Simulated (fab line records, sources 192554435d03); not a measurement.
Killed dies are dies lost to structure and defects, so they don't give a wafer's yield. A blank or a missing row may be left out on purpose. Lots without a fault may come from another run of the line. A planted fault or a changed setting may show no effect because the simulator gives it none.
Split-lot experiment | flow n5_finfet | 7 lots, 21 wafers read, on a route of 1938 steps

THE SPLIT
At N5_BEOL_M4_EXPOSE_08 (exposes mask M4), the setting dose_mj was moved away from the recipe's 41.25 on 8 of the 21 wafers read, by -4.4% to +3.6%. The other wafers ran this setting at the recipe's value.

FROM THE SPLIT TO THE READING: what the file shows between them, 6 steps
- N5_BEOL_M4_ETCH_64: etches SOC in N2/H2, target depth 75 nm, overetch 22.5 nm, time 121.9 s (also split here: bias_w)
- N5_BEOL_M4_STRIP_65: strips in N2/H2
- N5_BEOL_M4_STRIP_75: strips in N2/H2
- N5_BEOL_M4_STRIP_66: strips in CF4
- N5_BEOL_M4_HM_OPEN_17: chemistry Cl2/BCl3, target TiN, target depth 20 nm, overetch 6 nm
- N5_BEOL_M4_STRIP_19: strips in O2

THE READING
cd_nm, in nm, at N5_BEOL_M4_CD_MEAS_18 (pitch 36 nm, target cd 18 nm). Fault-free wafers of this fab line usually give 17.9 nm, standard deviation 0.34 nm.

wafer  | tool, chamber at the split | dose_mj as run | against the recipe | cd_nm, nm | against lot-mates on the recipe
L076.1 | euv_scanner-02, 0          | 41.25          | recipe             | 18.0      | -
L076.2 | euv_scanner-02, 0          | 41.25          | recipe             | 18.2      | -
L076.5 | euv_scanner-02, 0          | 42.74          | +3.6%              | 18.9      | +0.8
L080.3 | euv_scanner-02, 0          | 41.25          | recipe             | 18.1      | -
L080.5 | euv_scanner-02, 0          | 39.42          | -4.4%              | 16.6      | -1.5
L080.6 | euv_scanner-02, 0          | 39.42          | -4.4%              | 17.1      | -1.0
L088.2 | euv_scanner-01, 0          | 39.5           | -4.2%              | 16.6      | -1.8
L088.5 | euv_scanner-01, 0          | 41.25          | recipe             | 18.2      | -
L088.6 | euv_scanner-01, 0          | 41.25          | recipe             | 18.5      | -
L089.2 | euv_scanner-02, 0          | 41.25          | recipe             | 17.6      | -
L089.5 | euv_scanner-02, 0          | 41.25          | recipe             | 18.0      | -
L089.6 | euv_scanner-02, 0          | 41.25          | recipe             | 17.8      | -
L092.1 | euv_scanner-01, 0          | 41.25          | recipe             | 17.9      | -
L092.3 | euv_scanner-01, 0          | 41.25          | recipe             | 17.6      | -
L092.4 | euv_scanner-01, 0          | 41.25          | recipe             | 18.4      | -
L095.1 | euv_scanner-02, 0          | 41.25          | recipe             | 17.8      | -
L095.4 | euv_scanner-02, 0          | 39.46          | -4.3%              | 16.5      | -1.6
L095.6 | euv_scanner-02, 0          | 41.25          | recipe             | 18.5      | -
L097.2 | euv_scanner-02, 0          | 39.71          | -3.7%              | 17.2      | no lot-mate on the recipe
L097.3 | euv_scanner-02, 0          | 39.71          | -3.7%              | 18.0      | no lot-mate on the recipe
L097.6 | euv_scanner-02, 0          | 39.71          | -3.7%              | 17.1      | no lot-mate on the recipe

THE FIT
A straight line over all 21 wafers: cd_nm changes by +0.255 nm for each +1% of dose_mj; r = +0.85; the points scatter about the line by 0.36 nm.
The same after taking each lot's own level away (the mean of its wafers on the recipe; 18 wafers): +0.314 nm for each +1%; r = +0.93; scatter 0.28 nm.
On that fit, the largest move of dose_mj shifts the reading by 1.4 nm.
The lots' own levels span 17.80 to 18.35 nm, that is 1.6 times the standard deviation above.
So the lot-to-lot level changes the slope: the two fits differ.
Check: with one of the wafers moved furthest among these (-4.4%) left out of the fit, the line predicts -1.41 nm for it against its lot-mates. It came out at -1.5 nm against them.

OTHER SPLITS ON THESE WAFERS
These wafers also went through other splits before the reading. Each is held against what the fit with the lots' levels taken away leaves over:
other split on the same wafers | wafers away from the commonest value | r with cd_nm (lot level and that fit taken away)
N5_BEOL_M3_COAT_22 spin_rpm    | 10                                   | -0.18
N5_BEOL_M4_ETCH_64 bias_w      | 7                                    | -0.04

THE WHOLE CHAIN: every reading that the file lists as answering this split, in the file's order
step                  | what it does                                                      | reading                                                               | change (the file's fit)               | r (the file's)
N5_BEOL_M4_HM_OPEN_17 | chemistry Cl2/BCl3, target TiN, target depth 20 nm, overetch 6 nm | BEOL_M4.cd_offset_nm (the simulator's own value, which no gauge read) | +0.25 nm for each +1% of the setting  | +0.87
N5_BEOL_M4_CD_MEAS_18 | pitch 36 nm, target cd 18 nm                                      | cd_nm                                                                 | +0.336 nm for each +1% of the setting | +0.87

THE FILE'S OWN FIT
cd_nm changes by +0.336 nm for each +1% of dose_mj, r = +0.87.
